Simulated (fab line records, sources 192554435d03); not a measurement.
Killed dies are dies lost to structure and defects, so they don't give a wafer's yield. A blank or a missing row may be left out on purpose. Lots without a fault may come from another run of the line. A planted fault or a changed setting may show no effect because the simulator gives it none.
Split-lot experiment | flow n5_finfet | 7 lots, 39 wafers read, on a route of 1938 steps

THE SPLIT
At N5_BEOL_M3_PECVD_72 (deposits SiO2 from TEOS/O2, target thk 16 nm, time 18 s), the setting time_s was moved away from the recipe's 18 s on 18 of the 39 wafers read, by -48.4% to +29.9%. The other wafers ran this setting at the recipe's value.

The reading is taken at the split's own step.

THE READING
SiO2_of_BEOL_M3_PECVD_72.thk_nm (the simulator's own value, which no gauge read), in nm, at N5_BEOL_M3_PECVD_72 (deposits SiO2 from TEOS/O2, target thk 16 nm, time 18 s). The file gives no usual value for it. The 21 wafers here that ran the recipe average 15.9 nm, standard deviation 0.19 nm.

wafer  | tool, chamber at the split | time_s as run, s | against the recipe | SiO2_of_BEOL_M3_PECVD_72.thk_nm, nm | against lot-mates on the recipe
L075.1 | pecvd-03, 2,1              | 23.39            | +29.9%             | 20.2                                | +4.2
L075.2 | pecvd-03, 2,1              | 23.39            | +29.9%             | 20.2                                | +4.2
L075.3 | pecvd-03, 0                | 23.39            | +29.9%             | 20.6                                | +4.6
L075.4 | pecvd-03, 2,1,0            | 18               | recipe             | 16                                  | -
L075.5 | pecvd-03, 2,1,0            | 18               | recipe             | 16                                  | -
L075.6 | pecvd-03, 2,1,0            | 18               | recipe             | 16                                  | -
L079.1 | pecvd-03, 2                | 18               | recipe             | 15.6                                | -
L079.3 | pecvd-03, 0,2              | 18               | recipe             | 15.8                                | -
L079.6 | pecvd-03, 0,2              | 18               | recipe             | 15.8                                | -
L080.1 | pecvd-03, 0,2,1            | 21.7             | +20.6%             | 19.2                                | +3.4
L080.5 | pecvd-03, 0,2,1            | 21.7             | +20.6%             | 19.2                                | +3.4
L080.6 | pecvd-03, 0,2,1            | 21.7             | +20.6%             | 19.2                                | +3.4
L080.2 | pecvd-03, 1,2              | 18               | recipe             | 15.6                                | -
L080.3 | pecvd-03, 1,2              | 18               | recipe             | 15.6                                | -
L080.4 | pecvd-03, 0                | 18               | recipe             | 16.2                                | -
L084.1 | pecvd-01, 2,1              | 18               | recipe             | 15.8                                | -
L084.3 | pecvd-01, 2,1              | 18               | recipe             | 15.8                                | -
L084.2 | pecvd-01, 0                | 13.95            | -22.5%             | 12.2                                | -3.7
L084.4 | pecvd-01, 1,0              | 13.95            | -22.5%             | 12.4                                | -3.5
L084.6 | pecvd-01, 1,0              | 13.95            | -22.5%             | 12.4                                | -3.5
L084.5 | pecvd-01, 2                | 18               | recipe             | 16.2                                | -
L083.1 | pecvd-01, 0,2,1            | 23.39            | +29.9%             | 20.4                                | +4.4
L083.2 | pecvd-01, 0,2,1            | 23.39            | +29.9%             | 20.4                                | +4.4
L083.3 | pecvd-01, 0,2,1            | 23.39            | +29.9%             | 20.4                                | +4.4
L083.4 | pecvd-01, 0,2,1            | 18               | recipe             | 16                                  | -
L083.5 | pecvd-01, 0,2,1            | 18               | recipe             | 16                                  | -
L083.6 | pecvd-01, 0,2,1            | 18               | recipe             | 16                                  | -
L092.1 | pecvd-04, 2                | 9.28             | -48.4%             | 8.2                                 | -7.9
L092.2 | pecvd-04, 1,0              | 9.28             | -48.4%             | 8.4                                 | -7.7
L092.3 | pecvd-04, 1,0              | 9.28             | -48.4%             | 8.4                                 | -7.7
L092.4 | pecvd-04, 0                | 18               | recipe             | 16.2                                | -
L092.5 | pecvd-04, 1,2              | 18               | recipe             | 16                                  | -
L092.6 | pecvd-04, 1,2              | 18               | recipe             | 16                                  | -
L093.1 | pecvd-01, 1                | 18               | recipe             | 15.8                                | -
L093.2 | pecvd-01, 0                | 12.5             | -30.6%             | 11                                  | -4.8
L093.3 | pecvd-01, 2                | 18               | recipe             | 15.6                                | -
L093.4 | pecvd-01, 0                | 12.5             | -30.6%             | 11.2                                | -4.6
L093.5 | pecvd-01, 1                | 18               | recipe             | 16                                  | -
L093.6 | pecvd-01, 2                | 12.5             | -30.6%             | 11.4                                | -4.4
Where a row lists several chambers, the file gives one row for several wafers and doesn't say which wafer went through which chamber.

THE FIT
A straight line over all 39 wafers: SiO2_of_BEOL_M3_PECVD_72.thk_nm changes by +0.154 nm for each +1% of time_s; r = +1.00; the points scatter about the line by 0.18 nm.
The same after taking each lot's own level away (the mean of its wafers on the recipe; 39 wafers): +0.154 nm for each +1%; r = +1.00; scatter 0.2 nm.
On that fit, the largest move of time_s shifts the reading by 7.5 nm.
The lots' own levels span 15.73 to 16.07 nm, that is 1.7 times the standard deviation above.
So the lot-to-lot level changes the slope little: the two slopes agree.
Check: with one of the wafers moved furthest among these (-48.4%) left out of the fit, the line predicts -7.46 nm for it against its lot-mates. It came out at -7.87 nm against them.

OTHER SPLITS ON THESE WAFERS
These wafers also went through other splits before the reading. Each is held against what the fit with the lots' levels taken away leaves over:
other split on the same wafers     | wafers away from the commonest value | r with SiO2_of_BEOL_M3_PECVD_72.thk_nm (lot level and that fit taken away)
N5_ZERO_LAYER_PECVD_02 time_s      | 18                                   | -0.08
N5_FIN_SAQP_HM_DEP_03 target_thk_a | 15                                   | -0.23
N5_SD_EPI_N_ETCH_45 target_depth_a | 15                                   | +0.11
N5_HKMG_FIN_ALD_79 ald_cycles      | 15                                   | +0.30
N5_MOL_CONTACT_COAG_ALD_27 time_s  | 15                                   | +0.05
N5_BEOL_M1_PECVD_72 time_s         | 15                                   | +0.19

THE FILE'S OWN FIT
SiO2_of_BEOL_M3_PECVD_72.thk_nm changes by +0.155 nm for each +1% of time_s, r = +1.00.
